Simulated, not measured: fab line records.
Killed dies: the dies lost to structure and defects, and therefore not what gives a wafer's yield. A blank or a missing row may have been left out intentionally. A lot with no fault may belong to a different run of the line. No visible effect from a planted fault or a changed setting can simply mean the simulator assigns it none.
Problem report in the 8D (eight disciplines) form, filled by code	flow nand-harc	the parts of the form that need people (team, actions taken, sign-off) are left out

1. THE PROBLEM
Mean of run-length-s at NHARC_A_WL_FILL_ETCHBACK_05: 60.0 s across 4 wafers in 2 lots; on wafers with no fault it is 81.2 s (standard deviation 0.63). That is -34 standard deviations from the usual mean.
The step: etches the open film in Cl2/BCl3, target depth 22 nm, time 60 s.
Earliest sighting: wafer L355.4 on rie-metal-02 at day 18 16:47. The record holds 39 wafers of 13 lots with a number at this step. The rule behind "out" and "out of limits": a value lying over 4 standard deviations away from the usual mean. Any other wafer with a number is counted as sound.

2. WHAT IT IS AND WHAT IT IS NOT
question	is	is not
which readings at this step	run-length-s	drypump-motor-current-A, oes-product-au
which lots	L355, L356	L343, L344, L346, L347, L348, L349, L350, L351, L352, L359, L364
which wafers of those lots	L355.4, L355.6, L356.2, L356.3	L355.3, L356.4
read on which tools	rie-metal-02	rie-metal-01, rie-metal-03
when	from day 18 16:47	up to then (28 sound wafers); but 7 sound wafers of L356, L359, L364 came after

3. WHAT RULES OUT EACH SUSPECT
Counting: if a tool at a process step up to the reading ran every lot that is out, it stays a suspect. Sound lots after the first of them don't rule it out here, since some wafers of a struck lot are sound.
- har-etch-02 at NHARC_A_SLIT_ETCH_26 (etches the open film in C4F8/O2/Ar, time 90 s, target depth 400 nm): kept. Every lot that is out went through it, the first being L355 (day 18 02:29); the last sound lot it ran before that was L350 (day 16 14:45).
- rie-metal-02 at NHARC_A_WL_FILL_ETCHBACK_05 (etches the open film in Cl2/BCl3, target depth 22 nm, time 60 s): kept. Every lot that is out went through it, the first being L355 (day 18 16:47); the last sound lot it ran before that was L349 (day 16 02:10). Its own readings are out on those wafers: run-length-s.
- The sound lot-mates ran in chamber 1 of rie-metal-02 at NHARC_A_WL_FILL_ETCHBACK_05, but the wafers that are out ran in chamber 0.
The count leaves rie-metal-02 at NHARC_A_WL_FILL_ETCHBACK_05 and har-etch-02 at NHARC_A_SLIT_ETCH_26.

4. THE CAUSE (what the simulator had put in)
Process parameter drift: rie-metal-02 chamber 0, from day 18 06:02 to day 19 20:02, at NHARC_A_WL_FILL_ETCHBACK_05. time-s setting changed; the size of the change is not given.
Counting leaves 2 suspects; this tool is one of them.

5. THE CHAIN OF EFFECTS, in route order
Rows list readings where the struck wafers' mean (over those with a number) sits beyond 3 standard deviations from the usual. Scope: only readings with a usual standard deviation given in the record; hours: median across lots of the time from each lot's start at the first step in this table that gives one to its start at this step; sigmas: change in usual standard deviations.
hours	step	reading	usual	on struck wafers	change	sigmas
0	NHARC_A_WL_FILL_ETCHBACK_05	run-length-s	81.2 s	60.0	-21.2	-34
The process steps in it:
- NHARC_A_WL_FILL_ETCHBACK_05: etches the open film in Cl2/BCl3, target depth 22 nm, time 60 s.

6. WHAT WOULD HAVE CAUGHT IT SOONER
In this record the first reading out of limits was taken at day 18 16:47, 11 hours after the fault began at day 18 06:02.
